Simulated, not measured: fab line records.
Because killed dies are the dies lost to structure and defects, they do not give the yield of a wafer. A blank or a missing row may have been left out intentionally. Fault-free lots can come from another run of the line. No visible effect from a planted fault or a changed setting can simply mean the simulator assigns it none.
Which tool was responsible? || flow n5-finfet || 72 wafers sampled from 24 lots at 1 step of a route of 1938

WHAT THE GAUGES READ, wafer by wafer
N5_BEOL_M3_THK_MEAS_01.
{"lot": "L074", "measured": "day 6 21:09", "on": "film-metro-02", "M3_ILD_THK (nm)": "79.0 79.5 79.7"}
{"lot": "L075", "measured": "day 7 13:23", "on": "film-metro-02", "M3_ILD_THK (nm)": "78.9 79.7 80.0"}
{"lot": "L077", "measured": "day 7 21:39", "on": "film-metro-02", "M3_ILD_THK (nm)": "77.6 78.3 79.4"}
{"lot": "L076", "measured": "day 8 00:11", "on": "film-metro-01", "M3_ILD_THK (nm)": "80.4 79.8 80.5"}
{"lot": "L078", "measured": "day 8 02:07", "on": "film-metro-02", "M3_ILD_THK (nm)": "78.3 80.0 80.2"}
{"lot": "L079", "measured": "day 8 06:15", "on": "film-metro-01", "M3_ILD_THK (nm)": "78.1 79.7 78.9"}
{"lot": "L081", "measured": "day 8 10:35", "on": "film-metro-02", "M3_ILD_THK (nm)": "77.9 78.1 80.2"}
{"lot": "L080", "measured": "day 8 17:51", "on": "film-metro-02", "M3_ILD_THK (nm)": "77.8 79.5 79.3"}
{"lot": "L082", "measured": "day 9 00:36", "on": "film-metro-02", "M3_ILD_THK (nm)": "77.2 79.1 79.7"}
{"lot": "L083", "measured": "day 9 04:45", "on": "film-metro-02", "M3_ILD_THK (nm)": "79.4 78.0 79.6"}
{"lot": "L084", "measured": "day 9 14:49", "on": "film-metro-01", "M3_ILD_THK (nm)": "78.2 78.5 78.8"}
{"lot": "L085", "measured": "day 9 23:01", "on": "film-metro-02", "M3_ILD_THK (nm)": "78.0 79.3 77.6"}
{"lot": "L086", "measured": "day 10 01:44", "on": "film-metro-01", "M3_ILD_THK (nm)": "78.0 79.5 79.4"}
{"lot": "L088", "measured": "day 10 05:32", "on": "film-metro-02", "M3_ILD_THK (nm)": "79.4 79.9 79.6"}
{"lot": "L087", "measured": "day 10 16:04", "on": "film-metro-02", "M3_ILD_THK (nm)": "77.5 78.9 78.7"}
{"lot": "L089", "measured": "day 10 17:05", "on": "film-metro-02", "M3_ILD_THK (nm)": "78.3 78.5 80.3"}
{"lot": "L090", "measured": "day 10 22:48", "on": "film-metro-01", "M3_ILD_THK (nm)": "79.4 79.7 78.8"}
{"lot": "L091", "measured": "day 11 06:28", "on": "film-metro-01", "M3_ILD_THK (nm)": "78.0 79.5 79.3"}
{"lot": "L092", "measured": "day 11 20:19", "on": "film-metro-02", "M3_ILD_THK (nm)": "80.2 80.4 81.0"}
{"lot": "L093", "measured": "day 11 20:40", "on": "film-metro-02", "M3_ILD_THK (nm)": "79.5 80.6 80.5"}
{"lot": "L094", "measured": "day 11 22:25", "on": "film-metro-02", "M3_ILD_THK (nm)": "79.9 81.6 80.9"}
{"lot": "L095", "measured": "day 12 00:31", "on": "film-metro-02", "M3_ILD_THK (nm)": "78.2 78.8 80.5"}
{"lot": "L096", "measured": "day 12 12:14", "on": "film-metro-01", "M3_ILD_THK (nm)": "80.0 79.6 80.7"}
{"lot": "L097", "measured": "day 12 15:29", "on": "film-metro-02", "M3_ILD_THK (nm)": "78.8 78.6 80.2"}

WHAT TOOL EACH LOT RAN ON (gives the tool, then ch and the chambers of the sampled wafers, and finally the start)
There is no process step in the record ahead of these readings.

AS READ BY THE TOOLS THEMSELVES (means over the sampled wafers that have a number; for cases with no such wafer, the mark the record gives instead)
The record holds no such reading with a usual standard deviation.

THE ANSWER, worked out from the rows above alone
Rule: usual is defined by the lots themselves. Put in order of their means at a reading, lots are off if they are a third of the lots or fewer, leave a main group of 4 or more, and stand apart from it by a gap of 3 or more times the standard deviation of the main group's means; of several such gaps the widest counts. Not used: any main group whose means are identical at the precision the tables above print for the reading. Also off: a lot with no number at a reading for which 4 or more lots have one. Where the step has rows for the other lots, those lots are counted as sound. The gauges are gone through in route order, then the tools' own readings, and for those a lot's mean is taken as printed above. The first step at which some lot is off is used, and at that step the reading that is off furthest; a lot without a number counts as furthest.
Across all readings shown, no lot is off: no conclusion can be drawn from this.

WHAT HAD BEEN PUT IN BY THE SIMULATOR
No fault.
